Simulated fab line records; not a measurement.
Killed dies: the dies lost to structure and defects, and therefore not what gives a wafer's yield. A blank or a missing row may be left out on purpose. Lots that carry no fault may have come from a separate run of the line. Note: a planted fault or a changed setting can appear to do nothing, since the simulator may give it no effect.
fab line records :: flow n5Finfet
record
  lots=5
  wafers=13
  lastDay=17
route steps=1938 shown BEOL_M10@1527 BEOL_M11@1536 PASSIVATION@1936
lots untouched by any fault: they come from a run of this same line in which no faults occurred
startH: the number of hours between the record's first day and the start of the first shown wafer of the lot :: waitH: how many hours have passed since the lot's step before this one :: " the same as in the row above :: L1.1+2: one row covering several wafers at once :: - no value, or no start was given :: * or withheld: withheld :: < > ~ a bound
route shown NAME@n: names a module that has steps shown in the file, with the first one's number in the route :: usual: average and standard deviation across the fault-free wafers :: same: alike in all rows :: chamber/n: place in a boat :: sites: the reading at each site :: _std_site: the standard deviation of these :: _edge_site: mean of outer sites minus mean of inner sites :: radiusMm: for every site, how far away it sits from the centre of the wafer :: mask NAME#n: copy n :: behind: the tool/chamber that last shaped the wafer :: hold: reason for holding the lot/hours on hold/outcome of the hold :: device: names the non-switching transistor (n, p or np) :: end of line: the same wafers' tests at the end of the route :: step lacking rows: just its recipe :: killed: count of dies lost to structure and defects at first sort (not the wafer's yield) :: map: the dies of a wafer, with x for killed, . for not killed, _ for no die there
set.NAME: the run value of the setting; set.NAME@STEP: its run value at that earlier step :: model.NAME: the simulator's own value behind a step, which no gauge read
a table for each step, a row for each wafer; lots at some steps of the route
services: the hour from which a tool's chamber was out of use, counted from the record's first day as startH (under 0 if before that day), plus the number of hours and why
## steps
# step N5_BEOL_M10_SPUTTER_48
# recipe
  material=Cu
  targetThkA=120
  tempC=-20
  biasV=60
  powerW=26000
  chamberPressurePa=0.13
  timeS=2
# step N5_BEOL_M10_ECD_50
# recipe
  material=Cu
  targetThkA=3180
# step N5_BEOL_M10_ANNEAL_51
# recipe
  tempC=225
  timeS=90
  ambient=N2
# step N5_BEOL_M10_CMP_52
# recipe
  stopOn=SiCOH_lowk
  tOverpolishS=7
  downForcePsi=1
  platenRpm=50
  clearingPlatenDownForcePsi=1.5
  clearingPlatenRpm=50
  postCmpClean=cuAlkaline
  targetThkNm=140
  clearingPlatenPadVelocityMS=0.99484
  padVelocityMS=0.99484
# step N5_BEOL_M10_PRE_CLEAN_55
# recipe
  gas=NH3
  timeS=15
  tempC=withheld
  rfPowerW=300
# step N5_BEOL_M10_DEP_56
# recipe
  material=SiCN
  targetThkA=150
  tempC=withheld
  precursor=3MS/NH3
  pressureTorr=3
  rfW=202
  timeS=26.5
# step N5_BEOL_M11_ILD_DEP_00
# recipe
  material=SiCOH_lowk
  targetThkA=3085.1
  tempC=300
  precursor=DEMS/porogen
  pressureTorr=5
  rfW=500
  timeS=58
# step N5_BEOL_M11_CURE_71
# recipe
  tempC=385
  timeS=240
  ambient=He/Ar
  material=SiCOH_lowk
# step N5_BEOL_M11_PECVD_70
# recipe
  material=SiO2
  targetThkA=200
  tempC=400
  precursor=TEOS/O2
  pressureTorr=5.5
  rfW=450
  teosFlowSccm=53.8
  gas=O2
  flowSccm=3000
  timeS=22.7
# usual
  heaterPowerW=766/88
  showerheadPlenumPTorr=8.78/0.069
  susceptorTempC=399.98/0.25
  throttleValvePct=22.4/1.4
lot.wafer: L276.1
tool: pecvd-04
chamber: 1
startH: 320.78
waitH: 0.0
heaterPowerW: 1000
showerheadPlenumPTorr: 8.84
susceptorTempC: 399.89
throttleValvePct: 25.1
model.SiO2_of_BEOL_M11_PECVD_70.thkNm: 20

lot.wafer: L276.3
tool: pecvd-04
chamber: 2
startH: 320.78
waitH: 0.0
heaterPowerW: 767
showerheadPlenumPTorr: 8.89
susceptorTempC: 399.81
throttleValvePct: 22.6
model.SiO2_of_BEOL_M11_PECVD_70.thkNm: 20.2

lot.wafer: L276.6
tool: pecvd-04
chamber: 2
startH: 320.78
waitH: 0.0
heaterPowerW: 755
showerheadPlenumPTorr: 8.88
susceptorTempC: 399.90
throttleValvePct: 22.2
model.SiO2_of_BEOL_M11_PECVD_70.thkNm: 20.2

lot.wafer: L278.2
tool: pecvd-04
chamber: 0
startH: 337.43
waitH: 0.0
heaterPowerW: 909
showerheadPlenumPTorr: 8.73
susceptorTempC: 399.85
throttleValvePct: 22.6
model.SiO2_of_BEOL_M11_PECVD_70.thkNm: 19.6

lot.wafer: L278.5
tool: pecvd-04
chamber: 1
startH: 337.43
waitH: 0.0
heaterPowerW: 993
showerheadPlenumPTorr: 8.85
susceptorTempC: -
throttleValvePct: 25.0
model.SiO2_of_BEOL_M11_PECVD_70.thkNm: 16.6

lot.wafer: L278.6
tool: pecvd-04
chamber: 0
startH: 337.43
waitH: 0.0
heaterPowerW: 920
showerheadPlenumPTorr: 8.69
susceptorTempC: 400.11
throttleValvePct: 22.5
model.SiO2_of_BEOL_M11_PECVD_70.thkNm: 20

lot.wafer: L281.3
tool: pecvd-04
chamber: 1
startH: 359.56
waitH: 0.1
heaterPowerW: 827
showerheadPlenumPTorr: 8.84
susceptorTempC: -
throttleValvePct: 25.4
model.SiO2_of_BEOL_M11_PECVD_70.thkNm: 17

lot.wafer: L281.5
tool: pecvd-04
chamber: 0
startH: 359.56
waitH: 0.1
heaterPowerW: 897
showerheadPlenumPTorr: 8.71
susceptorTempC: -
throttleValvePct: 22.2
model.SiO2_of_BEOL_M11_PECVD_70.thkNm: 17

lot.wafer: L280.5
tool: pecvd-04
chamber: 0
startH: 360.42
waitH: 0.1
heaterPowerW: 879
showerheadPlenumPTorr: 8.73
susceptorTempC: -
throttleValvePct: 22.6
model.SiO2_of_BEOL_M11_PECVD_70.thkNm: 16.6

lot.wafer: L280.6
tool: pecvd-04
chamber: 1
startH: 360.42
waitH: 0.1
heaterPowerW: 925
showerheadPlenumPTorr: 8.86
susceptorTempC: 399.65
throttleValvePct: 25.4
model.SiO2_of_BEOL_M11_PECVD_70.thkNm: 20.2

lot.wafer: L283.3
tool: pecvd-01
chamber: 2
startH: 361.01
waitH: 0.0
heaterPowerW: 706
showerheadPlenumPTorr: 8.75
susceptorTempC: 400.12
throttleValvePct: 21.9
model.SiO2_of_BEOL_M11_PECVD_70.thkNm: 19.6

lot.wafer: L283.4
tool: pecvd-01
chamber: 1
startH: 361.01
waitH: 0.0
heaterPowerW: 743
showerheadPlenumPTorr: 8.80
susceptorTempC: 400.27
throttleValvePct: 20.0
model.SiO2_of_BEOL_M11_PECVD_70.thkNm: 20

lot.wafer: L283.6
tool: pecvd-01
chamber: 0
startH: 361.01
waitH: 0.0
heaterPowerW: 707
showerheadPlenumPTorr: 8.77
susceptorTempC: 399.92
throttleValvePct: 22.3
model.SiO2_of_BEOL_M11_PECVD_70.thkNm: 20
# step N5_BEOL_M11_HM_DEP_02
# recipe
  material=TiN
  targetThkA=200
  tempC=25
  chamberPressurePa=0.49996
# step N5_BEOL_M11_COAT_59
# recipe
  resist=SOC
  tempC=250
  timeS=60
  spinRpm=1500
  resistThkNm=100
# step N5_BEOL_M11_COAT_60
# recipe
  resist=SiARC
  tempC=220
  timeS=60
  spinRpm=1500
  resistThkNm=30
# step N5_BEOL_M11_COAT_05
# recipe
  resist=CAR-ArF
  spinRpm=1500
  resistThkNm=90
# step N5_BEOL_M11_EBR_07
# recipe
  solvent=PGMEA
  ebrWidthMm=1.5
# step N5_BEOL_M11_SOFTBAKE_06
# recipe
  tempC=110
  timeS=60
  resist=CAR-ArF
# step N5_BEOL_M11_EXPOSE_08
# recipe
  maskId=M11
  na=1.35
  sourceShape=dipole
  sigmaInner=0.411
  sigmaOuter=0.611
  polarization=te
  doseMj=53.75
# step N5_BEOL_M11_PEB_09
# recipe
  pebTempC=withheld
  pebTimeS=60
  resist=CAR-ArF
# step N5_BEOL_M11_DEVELOP_10
# recipe
  developTimeS=30
  developer=TMAH
  resist=CAR-ArF
  rinseLiquid=diw
  dry=airSpin
  devTempC=23
# step N5_BEOL_M11_DESCUM_16
# recipe
  chemistry=O2
  timeS=7.9
  sourcePowerW=50
  biasPowerW=20
  pressureMtorr=20
  rfFrequencyHz=2.712e+07
  tempC=40
  resist=CAR-ArF
  o2FlowSccm=225
# step N5_BEOL_M11_ETCH_61
# recipe
  chemistry=CF4
  target=SiARC
  targetDepthA=390
  maskMaterial=CAR-ArF
  timeS=65
  ionEnergyEv=80
  pressureMtorr=40
  sourceW=545
  biasW=36
  Ar_flow_sccm=100
  cf4FlowSccm=100
  ends=cleared
# step N5_BEOL_M11_ETCH_62
# recipe
  chemistry=N2/H2
  target=SOC
  targetDepthA=1100
  overetchA=220
  maskMaterial=SiARC
  tempC=40
  timeS=165
  ionEnergyEv=200
  pressureMtorr=30
  sourceW=840
  biasW=150
  n2FlowSccm=200
  h2FlowSccm=200
# step N5_BEOL_M11_STRIP_68
# recipe
  chemistry=N2/H2
  tempC=40
  n2FlowSccm=200
  h2FlowSccm=200
  rfFrequencyHz=6e+07
# step N5_BEOL_M11_STRIP_67
# recipe
  chemistry=CF4
  resist=SiARC
  powerW=300
  biasPowerW=75
  pressureMtorr=50
  cf4FlowSccm=150
  rfFrequencyHz=6e+07
# step N5_BEOL_M11_HM_OPEN_17
# recipe
  chemistry=Cl2/BCl3
  targetDepthA=200
  overetchA=60
  target=TiN
  maskMaterial=SOC
  ionEnergyEv=150
  pressureMtorr=10
  icpW=1000
  biasW=126
  Cl2_flow_sccm=53.25
  bcl3FlowSccm=21.75
  Ar_flow_sccm=25
# step N5_BEOL_M11_STRIP_19
# recipe
  chemistry=O2
  powerW=400
  tempC=40
  pressureMtorr=30
  rfFrequencyHz=6e+07
  biasPowerW=0
  overashFraction=0.2
  o2FlowSccm=225
# step N5_BEOL_M11_COAT_63
# recipe
  resist=SOC
  tempC=250
  timeS=60
  spinRpm=1500
  resistThkNm=100
# step N5_BEOL_M11_COAT_64
# recipe
  resist=SiARC
  tempC=220
  timeS=60
  spinRpm=1500
  resistThkNm=30
# step N5_BEOL_M11_COAT_22
# recipe
  resist=CAR-ArF
  spinRpm=1500
  resistThkNm=90
# step N5_BEOL_M11_EBR_24
# recipe
  solvent=PGMEA
  ebrWidthMm=1.5
# step N5_BEOL_M11_SOFTBAKE_23
# recipe
  tempC=110
  timeS=60
  resist=CAR-ArF
# step N5_BEOL_M11_EXPOSE_25
# recipe
  maskId=V10
  na=1.35
  sourceShape=annular
  sigmaInner=0.5
  sigmaOuter=0.8
  polarization=unpolarized
  doseMj=85.5
# step N5_BEOL_M11_PEB_26
# recipe
  pebTempC=withheld
  pebTimeS=60
  resist=CAR-ArF
# step N5_BEOL_M11_DEVELOP_27
# recipe
  developTimeS=30
  developer=TMAH
  resist=CAR-ArF
  rinseLiquid=diw
  dry=airSpin
  devTempC=23
# step N5_BEOL_M11_HM_STRIP_39
# recipe
  chemistry=peroxideTinStrip
  material=TiN
  targetDepthA=250
  tempC=50
  timeS=158
# usual
  tempC=49.99/0.12
lot.wafer: L276.1
tool: wetBench-02
chamber: 4
startH: 325.66
waitH: 0.0
tempC: 50.05
model.SiO2_of_BEOL_M11_PECVD_70.thkNm: 19.8

lot.wafer: L276.3
tool: wetBench-02
chamber: 2
startH: 325.66
waitH: 0.0
tempC: 50.10
model.SiO2_of_BEOL_M11_PECVD_70.thkNm: 20

lot.wafer: L276.6
tool: wetBench-02
chamber: 0
startH: 325.66
waitH: 0.0
tempC: 50.00
model.SiO2_of_BEOL_M11_PECVD_70.thkNm: 20.2

lot.wafer: L278.2
tool: wetBench-02
chamber: 1
startH: 343.09
waitH: 0.0
tempC: 49.91
model.SiO2_of_BEOL_M11_PECVD_70.thkNm: 19.4

lot.wafer: L278.5
tool: wetBench-02
chamber: 3
startH: 343.09
waitH: 0.0
tempC: 49.90
model.SiO2_of_BEOL_M11_PECVD_70.thkNm: 16.6

lot.wafer: L278.6
tool: wetBench-02
chamber: 5
startH: 343.09
waitH: 0.0
tempC: 50.03
model.SiO2_of_BEOL_M11_PECVD_70.thkNm: 19.8

lot.wafer: L281.3
tool: wetBench-02
chamber: 3
startH: 361.80
waitH: 0.0
tempC: 49.87
model.SiO2_of_BEOL_M11_PECVD_70.thkNm: 17

lot.wafer: L281.5
tool: wetBench-02
chamber: 0
startH: 361.80
waitH: 0.0
tempC: 49.90
model.SiO2_of_BEOL_M11_PECVD_70.thkNm: 16.8

lot.wafer: L280.5
tool: wetBench-02
chamber: 1
startH: 365.21
waitH: 0.0
tempC: 49.95
model.SiO2_of_BEOL_M11_PECVD_70.thkNm: 16.4

lot.wafer: L280.6
tool: wetBench-02
chamber: 5
startH: 365.21
waitH: 0.0
tempC: 49.79
model.SiO2_of_BEOL_M11_PECVD_70.thkNm: 20

lot.wafer: L283.3
tool: wetBench-04
chamber: 4
startH: 365.50
waitH: 0.0
tempC: 49.94
model.SiO2_of_BEOL_M11_PECVD_70.thkNm: 19.4

lot.wafer: L283.4
tool: wetBench-04
chamber: 0
startH: 365.50
waitH: 0.0
tempC: 50.06
model.SiO2_of_BEOL_M11_PECVD_70.thkNm: 19.8

lot.wafer: L283.6
tool: wetBench-04
chamber: 5
startH: 365.50
waitH: 0.0
tempC: 50.09
model.SiO2_of_BEOL_M11_PECVD_70.thkNm: 19.8
# step N5_BEOL_M11_CMP_52
# recipe
  stopOn=SiCOH_lowk
  tOverpolishS=7
  downForcePsi=1
  platenRpm=50
  clearingPlatenDownForcePsi=1.5
  clearingPlatenRpm=50
  postCmpClean=cuAlkaline
  targetThkNm=140
  clearingPlatenPadVelocityMS=0.99484
  padVelocityMS=0.99484
# usual
  barrierFieldEndpointS=29.1/0.68
  motorCurrentA=6.1/0.36
lot.wafer: L276.1
tool: cmp-01
chamber: 2
startH: 328.20
waitH: 0.5
barrierFieldEndpointS: 28.0
motorCurrentA: 6.3

lot.wafer: L276.3
tool: cmp-01
chamber: 0
startH: 328.20
waitH: 0.5
barrierFieldEndpointS: 28.3
motorCurrentA: 6.3

lot.wafer: L276.6
tool: cmp-01
chamber: 2
startH: 328.20
waitH: 0.5
barrierFieldEndpointS: 29.1
motorCurrentA: 6.4

lot.wafer: L278.2
tool: cmp-02
chamber: 3
startH: 346.85
waitH: 0.3
barrierFieldEndpointS: 28.3
motorCurrentA: 6.8

lot.wafer: L278.5
tool: cmp-02
chamber: 0
startH: 346.85
waitH: 0.3
barrierFieldEndpointS: 24.0
motorCurrentA: 5.9

lot.wafer: L278.6
tool: cmp-02
chamber: 1
startH: 346.85
waitH: 0.3
barrierFieldEndpointS: 28.1
motorCurrentA: 6.2

lot.wafer: L281.3
tool: cmp-01
chamber: 3
startH: 365.76
waitH: 0.2
barrierFieldEndpointS: 25.7
motorCurrentA: 6.3

lot.wafer: L281.5
tool: cmp-01
chamber: 0
startH: 365.76
waitH: 0.2
barrierFieldEndpointS: 25.8
motorCurrentA: 6.3

lot.wafer: L280.5
tool: cmp-04
chamber: 2
startH: 368.09
waitH: 0.3
barrierFieldEndpointS: 25.9
motorCurrentA: 5.3

lot.wafer: L280.6
tool: cmp-04
chamber: 3
startH: 368.09
waitH: 0.3
barrierFieldEndpointS: 29.2
motorCurrentA: 6.2

lot.wafer: L283.4
tool: cmp-02
chamber: 1
startH: 368.18
waitH: 0.2
barrierFieldEndpointS: 28.7
motorCurrentA: 5.7

lot.wafer: L283.3
tool: cmp-02
chamber: 3
startH: 368.18
waitH: 0.2
barrierFieldEndpointS: 28.6
motorCurrentA: 6.4

lot.wafer: L283.6
tool: cmp-02
chamber: 1
startH: 368.18
waitH: 0.2
barrierFieldEndpointS: 28.4
motorCurrentA: 5.8
# step N5_PASSIVATION_PROBE_49
# usual
  defectLimitedYield=90.9/1.4
  killed_at_M0_to_M3=38/11
  killed_at_M4_up=13/5.9
  killedAtContacts=14/6.4
  killedAtFrontEnd=38/11
  killedAtOther=3.3/2.5
  killedDies=107/16
  killedOpen=70/12
  killedShort=35/7.7
  sort_bin_5_function=5.3/0.94
  sort_bin_6_memory=3.5/0.7
  sortNPass=1073/16
  sortYieldPct=90.9/1.4
# same
  grossDies=1180
  killedAtBackSide=0
  sort_bin_4_leakage[%]=0
  sort_bin_8_speed[%]=0
lot.wafer: L280.5
tool: prober-02
chamber: -
startH: 406.86
waitH: 0.2
defectLimitedYield[%]: 92.1
killed_at_M0_to_M3: 43
killed_at_M4_up: 10
killedAtContacts: 6
killedAtFrontEnd: 31
killedAtOther: 3
killedDies: 93
killedOpen: 60
killedShort: 30
sort_bin_5_function[%]: 4.0
sort_bin_6_memory[%]: 3.7
sortNPass: 1087
sortYieldPct[%]: 92.1
# killed by level:class
L280.5 BEOL_M0_SAQP:geometricParticle:open=9 BEOL_M0_SAQP:geometricParticle:short=9 STI_FIN_REVEAL:geometricParticle:open=8 BEOL_M2:geometricParticle:open=8 BEOL_M3:geometricParticle:open=7 FIN_SAQP:geometricParticle:open=6 MOL_CONTACT_COAG:geometricParticle:open=5 GATE_CUT:geometricParticle:short=4
## services
tool: cmp-04
chamber: -
startH: 302.98
hours: 17.9
kind: repair

tool: pecvd-01
chamber: 1
startH: 305.00
hours: 2.1
kind: scheduledDown

tool: cmp-02
chamber: -
startH: 308.14
hours: 9.1
kind: pm

tool: cmp-04
chamber: -
startH: 320.92
hours: 5.8
kind: pm

tool: pecvd-04
chamber: 2
startH: 331.11
hours: 30.4
kind: repair

tool: pecvd-01
chamber: 0
startH: 349.73
hours: 2.1
kind: scheduledDown

tool: cmp-01
chamber: -
startH: 353.80
hours: 0.7
kind: repair

tool: cmp-02
chamber: -
startH: 361.68
hours: 5.7
kind: pm
## key
firstSign
  step=N5_BEOL_M11_CMP_52
  reading=barrierFieldEndpointS
  direction=down
  sigmas=5.5
  usual=29.1
  struck=25.4
effect none on later readings
modelEffect
  step=N5_BEOL_M11_PECVD_70
  value=SiO2_of_BEOL_M11_PECVD_70.thkNm
  without=20.1
  struck=16.8
modelEffect
  step=N5_BEOL_M11_HM_STRIP_39
  value=SiO2_of_BEOL_M11_PECVD_70.thkNm
  without=19.9
  struck=16.7
metAt N5_BEOL_M11_PECVD_70
struckWafers L278.5,L280.5,L281.3,L281.5
onsetBetween 320.78 337.43
fault
  kind=processParameterDrift
  tool=pecvd-04
  chamber=-
  onsetH=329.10
  steps=N5_BEOL_M11_PECVD_70
  channel=timeS
  offset=*
  shape=step
  endH=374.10
  scope=struckWafersOnly
  actsIn=*
  stated=*
